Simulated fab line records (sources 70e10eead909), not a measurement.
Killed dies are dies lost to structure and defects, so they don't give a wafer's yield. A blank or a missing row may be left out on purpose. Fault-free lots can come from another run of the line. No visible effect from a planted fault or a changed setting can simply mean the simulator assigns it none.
Matching of chambers / flow nandHarc / NHARC_A_CHANNEL_HOLE_D1_DESCUM_15 on rieDiel-08 has 4 sister chambers
The step chemistry O2, time 3 s. 4 wafers are shown with their chamber, then 7 later ones without.

== WAFERS PAIRED WITH THEIR CHAMBERS ==
wafer=L731.2; chamber=1; showerheadPlenumPTorr (Torr)=1.84
wafer=L734.1; chamber=2; showerheadPlenumPTorr (Torr)=2.04
wafer=L734.3; chamber=0; showerheadPlenumPTorr (Torr)=1.90
wafer=L735.1; chamber=3; showerheadPlenumPTorr (Torr)=1.89

== WAFERS WITH NO CHAMBER GIVEN ==
wafer=L735.2; showerheadPlenumPTorr (Torr)=2.04
wafer=L735.4; showerheadPlenumPTorr (Torr)=1.83
wafer=L737.4; showerheadPlenumPTorr (Torr)=2.04
wafer=L738.5; showerheadPlenumPTorr (Torr)=2.04
wafer=L746.2; showerheadPlenumPTorr (Torr)=1.89
wafer=L746.3; showerheadPlenumPTorr (Torr)=2.04
wafer=L746.4; showerheadPlenumPTorr (Torr)=1.83

== THE CHAMBER EACH PASSED THROUGH ==
wafer=L735.2; from the rows above=2; in truth=2
wafer=L735.4; from the rows above=1; in truth=1
wafer=L737.4; from the rows above=2; in truth=2
wafer=L738.5; from the rows above=2; in truth=2
wafer=L746.2; from the rows above=can't be placed: 3 or 0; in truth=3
wafer=L746.3; from the rows above=2; in truth=2
wafer=L746.4; from the rows above=1; in truth=1
6 of 7 placed correctly. Unplaceable from these rows: 1, with the true chamber sitting among the candidates in 1. Number placed wrongly: 0.
How it was worked out, from the rows above alone: a wafer's distance from a chamber is the root of the sum, over the readings, of the square of ((its reading less the chamber's mean) divided by the reading's scatter). The wafer belongs to the nearest chamber; if the next one is less than 2 further off, it can't be placed. Each chamber's mean is taken over the wafers shown for it. The scatter: with one shown wafer a chamber, the root of the mean of the squares of how far each hidden wafer lies from its nearest shown one.
